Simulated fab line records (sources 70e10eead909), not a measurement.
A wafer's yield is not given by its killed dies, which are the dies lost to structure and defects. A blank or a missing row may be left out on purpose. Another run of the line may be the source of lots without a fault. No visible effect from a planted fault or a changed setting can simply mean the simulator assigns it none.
Check of tool commonality	flow nand-harc	27 wafers sampled across 9 lots

== WHAT PROMPTED THE OPENING ==
On 1 of the 9 lots, a flag is raised at NHARC_END_SORT_01 on the reading killed-at-periphery. No-fault wafers: 3.3, standard deviation 2.3.
Rule: a lot is flagged in two cases, either no wafer of it has a number, or all its wafers with numbers fall more than 4 standard deviations from that mean. The other lots count as sound.

lot	measured	on	killed-at-periphery, wafer by wafer	flag
L556	day 19 17:35	prober-02	3 1 1	
L555	day 19 18:21	prober-01	1 5 5	
L558	day 20 01:22	prober-01	644 646 647	FLAGGED
L557	day 20 01:26	prober-02	6 2 2	
L568	day 22 14:16	prober-02	2 1 1	
L570	day 23 18:05	prober-02	8 1 2	
L574	day 23 23:56	prober-01	5 5 0	
L573	day 24 07:40	prober-01	2 1 2	
L576	day 24 13:35	prober-02	8 6 4	
The numbers of the flagged lots are 645.7 on average: +642.4 against the usual, or +99 or more standard deviations.

== TOOL THAT RAN EACH LOT ==
2 process steps preceding the reading are held in the record, out of 1159 steps in the route. In each cell: the tool, then ch and the chambers that the sampled wafers went through, then the start.
lot	flag	NHARC_P_STI_ETCH_15	NHARC_P_GATE_EXPOSE_08
L556		rie-si-03 ch 0,1, day 2 20:44	krf-scanner-04 ch 0, day 4 08:04
L555		rie-si-03 ch 0,1,3, day 2 08:59	krf-scanner-04 ch 0, day 3 19:37
L558	FLAGGED	rie-si-04 ch 1,2,3, day 3 06:01	krf-scanner-04 ch 0, day 4 16:52
L557		rie-si-04 ch 0,1,3, day 2 20:40	krf-scanner-02 ch 0, day 4 08:14
L568		rie-si-03 ch 0,2, day 5 15:20	krf-scanner-02 ch 0, day 7 08:56
L570		rie-si-05 ch 0,2, day 6 07:34	krf-scanner-04 ch 0, day 7 22:49
L574		rie-si-04 ch 1,3, day 7 06:10	krf-scanner-02 ch 0, day 8 14:58
L573		rie-si-04 ch 0,1,2, day 6 23:45	krf-scanner-04 ch 0, day 8 14:49
L576		rie-si-05 ch 0,1,3, day 7 18:57	krf-scanner-02 ch 0, day 9 06:04
What is done by these steps:
- NHARC_P_STI_ETCH_15: etches the open film in HBr/Cl2, target depth 300 nm, time 100.1 s.
- NHARC_P_GATE_EXPOSE_08: exposes mask P HV.
- NHARC_END_SORT_01

== FLAGGED AGAINST TOTAL, ONE TOOL AT A TIME (gauges that did the reading follow at the end) ==
step	tool	lots run	flagged	share of the flagged lots	sound lots run after its first flagged lot
NHARC_P_STI_ETCH_15	rie-si-03	3	0	none	-
NHARC_P_STI_ETCH_15	rie-si-04	4	1	all	2 (L573,L574)
NHARC_P_STI_ETCH_15	rie-si-05	2	0	none	-
NHARC_P_GATE_EXPOSE_08	krf-scanner-02	4	0	none	-
NHARC_P_GATE_EXPOSE_08	krf-scanner-04	5	1	all	2 (L570,L573)
NHARC_END_SORT_01	prober-01	4	1	all	2 (L574,L573)
NHARC_END_SORT_01	prober-02	5	0	none	-

== WHAT THE TABLE PERMITS ==
Every flagged lot was run by 3 rows of the table: rie-si-04 at NHARC_P_STI_ETCH_15, krf-scanner-04 at NHARC_P_GATE_EXPOSE_08 and prober-01 at NHARC_END_SORT_01.
- rie-si-04 at NHARC_P_STI_ETCH_15 ran 4 lots, 1 of them flagged. Sound lots followed the first flagged one (L573, L574) on it, something a lasting fault affecting the whole tool could not allow.
- krf-scanner-04 at NHARC_P_GATE_EXPOSE_08 ran 5 lots, 1 of them flagged. Sound lots followed the first flagged one (L570, L573) on it, something a lasting fault affecting the whole tool could not allow.
- prober-01 at NHARC_END_SORT_01 ran 4 lots, 1 of them flagged. Sound lots followed the first flagged one (L574, L573) on it, something a lasting fault affecting the whole tool could not allow.
Every row of the table either missed a flagged lot or ran a sound lot after the first.

== WHAT HAD BEEN PUT IN BY THE SIMULATOR ==
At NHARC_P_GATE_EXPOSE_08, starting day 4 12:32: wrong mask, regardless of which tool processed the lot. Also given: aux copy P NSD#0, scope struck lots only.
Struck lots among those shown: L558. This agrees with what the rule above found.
